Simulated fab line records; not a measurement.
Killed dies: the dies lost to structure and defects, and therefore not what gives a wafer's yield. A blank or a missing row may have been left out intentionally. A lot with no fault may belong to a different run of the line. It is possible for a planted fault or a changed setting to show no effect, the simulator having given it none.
Which of the tools did it? / flow n5-finfet / Sampling: 10 lots, 30 wafers, 6 of 1938 route steps

WHAT THE GAUGES READ, wafer by wafer
N5_BEOL_M14_THK_MEAS_01.
lot=L281; measured=day 14 00:44; on=film-metro-01; M14_ILD_THK (nm)=1083 1095 1111
lot=L287; measured=day 15 12:54; on=film-metro-01; M14_ILD_THK (nm)=1097 1098 1132
lot=L289; measured=day 15 13:18; on=film-metro-02; M14_ILD_THK (nm)=1107 1131 1127
lot=L290; measured=day 15 23:17; on=film-metro-01; M14_ILD_THK (nm)=1117 1117 1128
lot=L295; measured=day 17 12:04; on=film-metro-01; M14_ILD_THK (nm)=1111 2091 1125
lot=L296; measured=day 17 15:03; on=film-metro-01; M14_ILD_THK (nm)=1099 1094 1111
lot=L297; measured=day 17 20:28; on=film-metro-02; M14_ILD_THK (nm)=1100 1119 2097
lot=L303; measured=day 18 23:31; on=film-metro-02; M14_ILD_THK (nm)=1098 1103 1124
lot=L302; measured=day 19 02:10; on=film-metro-01; M14_ILD_THK (nm)=1114 1117 1136
lot=L285; measured=day 19 04:18; on=film-metro-01; M14_ILD_THK (nm)=1081 1091 1105

N5_BEOL_M14_CD_MEAS_10 targets a cd of 250 nm.
lot=L281; measured=day 14 01:03; on=cd-sem-01; cd-nm (nm)=250.0 250.2 249.9
lot=L287; measured=day 15 13:13; on=cd-sem-01; cd-nm (nm)=249.3 249.8 251.1
lot=L289; measured=day 15 13:44; on=cd-sem-01; cd-nm (nm)=251.3 251.0 249.7
lot=L290; measured=day 15 23:35; on=cd-sem-03; cd-nm (nm)=249.6 251.0 250.9
lot=L295; measured=day 17 12:22; on=cd-sem-02; cd-nm (nm)=247.9 247.7 248.4
lot=L296; measured=day 17 15:21; on=cd-sem-02; cd-nm (nm)=249.4 248.2 248.2
lot=L297; measured=day 17 20:46; on=cd-sem-03; cd-nm (nm)=250.5 250.8 250.5
lot=L303; measured=day 18 23:57; on=cd-sem-03; cd-nm (nm)=250.2 251.1 249.8
lot=L302; measured=day 19 02:37; on=cd-sem-01; cd-nm (nm)=249.8 250.9 248.3
lot=L285; measured=day 19 04:36; on=cd-sem-03; cd-nm (nm)=253.1 252.2 252.8

N5_BEOL_M14_CD_MEAS_17 targets a cd of 250 nm.
lot=L281; measured=day 14 01:34; on=cd-sem-02; cd-nm (nm)=250.6 250.4 250.6
lot=L287; measured=day 15 13:44; on=cd-sem-02; cd-nm (nm)=249.5 250.2 251.6
lot=L289; measured=day 15 14:38; on=cd-sem-01; cd-nm (nm)=251.8 251.7 250.4
lot=L290; measured=day 16 00:36; on=cd-sem-01; cd-nm (nm)=249.7 252.1 251.4
lot=L295; measured=day 17 12:53; on=cd-sem-02; cd-nm (nm)=248.6 256.9 249.3
lot=L296; measured=day 17 15:53; on=cd-sem-02; cd-nm (nm)=250.0 248.5 248.5
lot=L297; measured=day 17 21:17; on=cd-sem-01; cd-nm (nm)=251.1 251.5 260.5
lot=L303; measured=day 19 00:29; on=cd-sem-01; cd-nm (nm)=251.3 253.1 251.0
lot=L302; measured=day 19 03:08; on=cd-sem-03; cd-nm (nm)=250.5 251.8 249.2
lot=L285; measured=day 19 05:08; on=cd-sem-03; cd-nm (nm)=252.6 252.5 252.7

WHICH TOOL RAN EACH LOT (tool, then ch and the chambers of the sampled wafers, then the start)
lot=L281; N5_BEOL_M13_DESCUM_33=rie-diel-01 ch 1,3, day 13 21:20; N5_BEOL_M13_DEP_53=pecvd-03 ch 0,1, day 14 00:20; N5_BEOL_M14_ILD_DEP_00=pecvd-01 ch 1,2, day 14 00:28
lot=L287; N5_BEOL_M13_DESCUM_33=rie-diel-06 ch 0,2,3, day 15 07:47; N5_BEOL_M13_DEP_53=pecvd-04 ch 0,1,2, day 15 12:35; N5_BEOL_M14_ILD_DEP_00=pecvd-03 ch 0,1,2, day 15 12:43
lot=L289; N5_BEOL_M13_DESCUM_33=rie-diel-03 ch 0,3, day 15 08:40; N5_BEOL_M13_DEP_53=pecvd-02 ch 1,2, day 15 12:59; N5_BEOL_M14_ILD_DEP_00=pecvd-03 ch 0,2, day 15 13:07
lot=L290; N5_BEOL_M13_DESCUM_33=rie-diel-01 ch 0,1,3, day 15 17:35; N5_BEOL_M13_DEP_53=pecvd-03 ch 1,2, day 15 22:57; N5_BEOL_M14_ILD_DEP_00=pecvd-01 ch 1,2, day 15 23:05
lot=L295; N5_BEOL_M13_DESCUM_33=rie-diel-06 ch 2,3, day 17 05:21; N5_BEOL_M13_DEP_53=pecvd-04 ch 0,1, day 17 11:44; N5_BEOL_M14_ILD_DEP_00=pecvd-01 ch 0,2, day 17 11:52
lot=L296; N5_BEOL_M13_DESCUM_33=rie-diel-03 ch 1,2,3, day 17 11:14; N5_BEOL_M13_DEP_53=pecvd-03 ch 1,2, day 17 14:39; N5_BEOL_M14_ILD_DEP_00=pecvd-02 ch 0,2, day 17 14:47
lot=L297; N5_BEOL_M13_DESCUM_33=rie-diel-06 ch 0,2,3, day 17 17:53; N5_BEOL_M13_DEP_53=pecvd-03 ch 1,2, day 17 20:08; N5_BEOL_M14_ILD_DEP_00=pecvd-01 ch 0,1,2, day 17 20:16
lot=L303; N5_BEOL_M13_DESCUM_33=rie-diel-06 ch 0,1, day 18 20:21; N5_BEOL_M13_DEP_53=pecvd-02 ch 1,2, day 18 23:12; N5_BEOL_M14_ILD_DEP_00=pecvd-02 ch 0,1,2, day 18 23:20
lot=L302; N5_BEOL_M13_DESCUM_33=rie-diel-03 ch 0,3, day 18 21:36; N5_BEOL_M13_DEP_53=pecvd-03 ch 0,1, day 19 01:52; N5_BEOL_M14_ILD_DEP_00=pecvd-02 ch 0,2, day 19 01:59
lot=L285; N5_BEOL_M13_DESCUM_33=rie-diel-01 ch 0,1, day 18 21:37; N5_BEOL_M13_DEP_53=pecvd-02 ch 0,1,2, day 19 03:59; N5_BEOL_M14_ILD_DEP_00=pecvd-03 ch 0,1, day 19 04:07
- N5_BEOL_M13_DESCUM_33: chemistry O2, time 7.9 s.
- N5_BEOL_M13_DEP_53: deposits SiCN from 3MS/NH3, target thk 50 nm, time 17.8 s.
- N5_BEOL_M14_ILD_DEP_00: deposits SiO2 from TEOS/O2, target thk 1119.3 nm, time 237.4 s.

WHAT THE TOOLS THEMSELVES READ (means of the sampled wafers that have a number; where no wafer has one, the mark that the record gives instead)
N5_BEOL_M13_DESCUM_33.
lot=L281; tool=rie-diel-01; drypump-motor-current-A (A)=6.1; oes-product-au (a.u.)=0.82; rf-fwd-power-W (W)=49.56; rf-vpp-V (V)=242.3; showerhead-plenum-p-Torr (Torr)=2.06; throttle-valve-pct (%)=20.56
lot=L287; tool=rie-diel-06; drypump-motor-current-A (A)=6.0; oes-product-au (a.u.)=0.80; rf-fwd-power-W (W)=49.21; rf-vpp-V (V)=243.1; showerhead-plenum-p-Torr (Torr)=2.09; throttle-valve-pct (%)=20.63
lot=L289; tool=rie-diel-03; drypump-motor-current-A (A)=5.5; oes-product-au (a.u.)=0.74; rf-fwd-power-W (W)=49.64; rf-vpp-V (V)=242.9; showerhead-plenum-p-Torr (Torr)=2.09; throttle-valve-pct (%)=20.70
lot=L290; tool=rie-diel-01; drypump-motor-current-A (A)=6.3; oes-product-au (a.u.)=0.78; rf-fwd-power-W (W)=49.48; rf-vpp-V (V)=242.6; showerhead-plenum-p-Torr (Torr)=2.05; throttle-valve-pct (%)=20.68
lot=L295; tool=rie-diel-06; drypump-motor-current-A (A)=6.0; oes-product-au (a.u.)=0.73; rf-fwd-power-W (W)=49.21; rf-vpp-V (V)=242.8; showerhead-plenum-p-Torr (Torr)=2.02; throttle-valve-pct (%)=20.66
lot=L296; tool=rie-diel-03; drypump-motor-current-A (A)=5.5; oes-product-au (a.u.)=0.74; rf-fwd-power-W (W)=49.36; rf-vpp-V (V)=243.5; showerhead-plenum-p-Torr (Torr)=2.09; throttle-valve-pct (%)=20.42
lot=L297; tool=rie-diel-06; drypump-motor-current-A (A)=6.0; oes-product-au (a.u.)=0.78; rf-fwd-power-W (W)=49.21; rf-vpp-V (V)=242.4; showerhead-plenum-p-Torr (Torr)=2.08; throttle-valve-pct (%)=20.67
lot=L303; tool=rie-diel-06; drypump-motor-current-A (A)=6.0; oes-product-au (a.u.)=0.87; rf-fwd-power-W (W)=49.27; rf-vpp-V (V)=244.2; showerhead-plenum-p-Torr (Torr)=2.14; throttle-valve-pct (%)=20.49
lot=L302; tool=rie-diel-03; drypump-motor-current-A (A)=5.5; oes-product-au (a.u.)=0.90; rf-fwd-power-W (W)=49.55; rf-vpp-V (V)=243.2; showerhead-plenum-p-Torr (Torr)=2.08; throttle-valve-pct (%)=20.48
lot=L285; tool=rie-diel-01; drypump-motor-current-A (A)=6.5; oes-product-au (a.u.)=0.72; rf-fwd-power-W (W)=49.41; rf-vpp-V (V)=242.2; showerhead-plenum-p-Torr (Torr)=2.03; throttle-valve-pct (%)=20.81

N5_BEOL_M13_DEP_53.
lot=L281; tool=pecvd-03; rf-fwd-power-W (W)=669; showerhead-plenum-p-Torr (Torr)=4.186; throttle-valve-pct (%)=17.9
lot=L287; tool=pecvd-04; rf-fwd-power-W (W)=669; showerhead-plenum-p-Torr (Torr)=4.160; throttle-valve-pct (%)=18.1
lot=L289; tool=pecvd-02; rf-fwd-power-W (W)=665; showerhead-plenum-p-Torr (Torr)=4.147; throttle-valve-pct (%)=17.9
lot=L290; tool=pecvd-03; rf-fwd-power-W (W)=668; showerhead-plenum-p-Torr (Torr)=4.155; throttle-valve-pct (%)=17.3
lot=L295; tool=pecvd-04; rf-fwd-power-W (W)=667; showerhead-plenum-p-Torr (Torr)=4.161; throttle-valve-pct (%)=18.3
lot=L296; tool=pecvd-03; rf-fwd-power-W (W)=667; showerhead-plenum-p-Torr (Torr)=4.176; throttle-valve-pct (%)=17.4
lot=L297; tool=pecvd-03; rf-fwd-power-W (W)=665; showerhead-plenum-p-Torr (Torr)=4.160; throttle-valve-pct (%)=17.3
lot=L303; tool=pecvd-02; rf-fwd-power-W (W)=663; showerhead-plenum-p-Torr (Torr)=4.133; throttle-valve-pct (%)=17.0
lot=L302; tool=pecvd-03; rf-fwd-power-W (W)=672; showerhead-plenum-p-Torr (Torr)=4.187; throttle-valve-pct (%)=18.0
lot=L285; tool=pecvd-02; rf-fwd-power-W (W)=667; showerhead-plenum-p-Torr (Torr)=4.140; throttle-valve-pct (%)=17.5

N5_BEOL_M14_ILD_DEP_00.
lot=L281; tool=pecvd-01; heater-power-w (W)=575; rf-fwd-power-W (W)=901; run-length-s (s)=280.1; showerhead-plenum-p-Torr (Torr)=8.31; throttle-valve-pct (%)=18.3
lot=L287; tool=pecvd-03; heater-power-w (W)=568; rf-fwd-power-W (W)=898; run-length-s (s)=279.9; showerhead-plenum-p-Torr (Torr)=8.36; throttle-valve-pct (%)=18.2
lot=L289; tool=pecvd-03; heater-power-w (W)=498; rf-fwd-power-W (W)=897; run-length-s (s)=280.1; showerhead-plenum-p-Torr (Torr)=8.35; throttle-valve-pct (%)=18.2
lot=L290; tool=pecvd-01; heater-power-w (W)=604; rf-fwd-power-W (W)=894; run-length-s (s)=280.2; showerhead-plenum-p-Torr (Torr)=8.30; throttle-valve-pct (%)=18.2
lot=L295; tool=pecvd-01; heater-power-w (W)=523; rf-fwd-power-W (W)=898; run-length-s (s)=348.2; showerhead-plenum-p-Torr (Torr)=8.33; throttle-valve-pct (%)=17.3
lot=L296; tool=pecvd-02; heater-power-w (W)=605; rf-fwd-power-W (W)=897; run-length-s (s)=280.8; showerhead-plenum-p-Torr (Torr)=8.32; throttle-valve-pct (%)=18.8
lot=L297; tool=pecvd-01; heater-power-w (W)=605; rf-fwd-power-W (W)=895; run-length-s (s)=348.1; showerhead-plenum-p-Torr (Torr)=8.32; throttle-valve-pct (%)=18.0
lot=L303; tool=pecvd-02; heater-power-w (W)=609; rf-fwd-power-W (W)=896; run-length-s (s)=280.3; showerhead-plenum-p-Torr (Torr)=8.31; throttle-valve-pct (%)=18.2
lot=L302; tool=pecvd-02; heater-power-w (W)=655; rf-fwd-power-W (W)=900; run-length-s (s)=280.0; showerhead-plenum-p-Torr (Torr)=8.34; throttle-valve-pct (%)=18.7
lot=L285; tool=pecvd-03; heater-power-w (W)=501; rf-fwd-power-W (W)=901; run-length-s (s)=279.9; showerhead-plenum-p-Torr (Torr)=8.39; throttle-valve-pct (%)=18.7

THE ANSWER, worked out from the rows above alone
Rule: usual is defined by the lots themselves. The widest of any qualifying gaps counts: lots, ordered by their means at a reading, are off when they make up no more than a third of the lots, leave a main group of 4 or more, and stand apart from it by 3 or more times the standard deviation of that group's means. Not used: any main group whose means are identical at the precision the tables above print for the reading. Also off: a lot with no number at a reading for which 4 or more lots have one. Any other lot the step has rows for is counted as sound. First the gauges in route order, then the tools' own readings, where a lot's mean is used as printed above. At the first step where some lot is off, the reading lying furthest off is the one used; lots without a number count as furthest.
Off: L295, L297, at N5_BEOL_M14_THK_MEAS_01 (M14_ILD_THK). For the main group the mean is 1109 nm and the standard deviation 11.
If a tool, at a process step before that reading, ran all the lots that are off and no sound lot after the first of them, it fits. The gauges at N5_BEOL_M14_THK_MEAS_01 aren't tried: what is off there is off at N5_BEOL_M14_ILD_DEP_00 too, on other tools, and a gauge's error can't cause that. One fits: pecvd-01 at N5_BEOL_M14_ILD_DEP_00. Its last sound lot is L290 (day 15 23:05), its first lot that is off L295 (day 17 11:52): a fault that began between those two fits.
The tool's own readings at N5_BEOL_M14_ILD_DEP_00 bear it out: on the lots that are off they differ by more than 5 times the standard deviation of the sound lots' means. run-length-s reads 348.1 s there against 280.2 s on the sound lots.

WHAT THE SIMULATOR HAD INSERTED
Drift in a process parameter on pecvd-01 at N5_BEOL_M14_ILD_DEP_00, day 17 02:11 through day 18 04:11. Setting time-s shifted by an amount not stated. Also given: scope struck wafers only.
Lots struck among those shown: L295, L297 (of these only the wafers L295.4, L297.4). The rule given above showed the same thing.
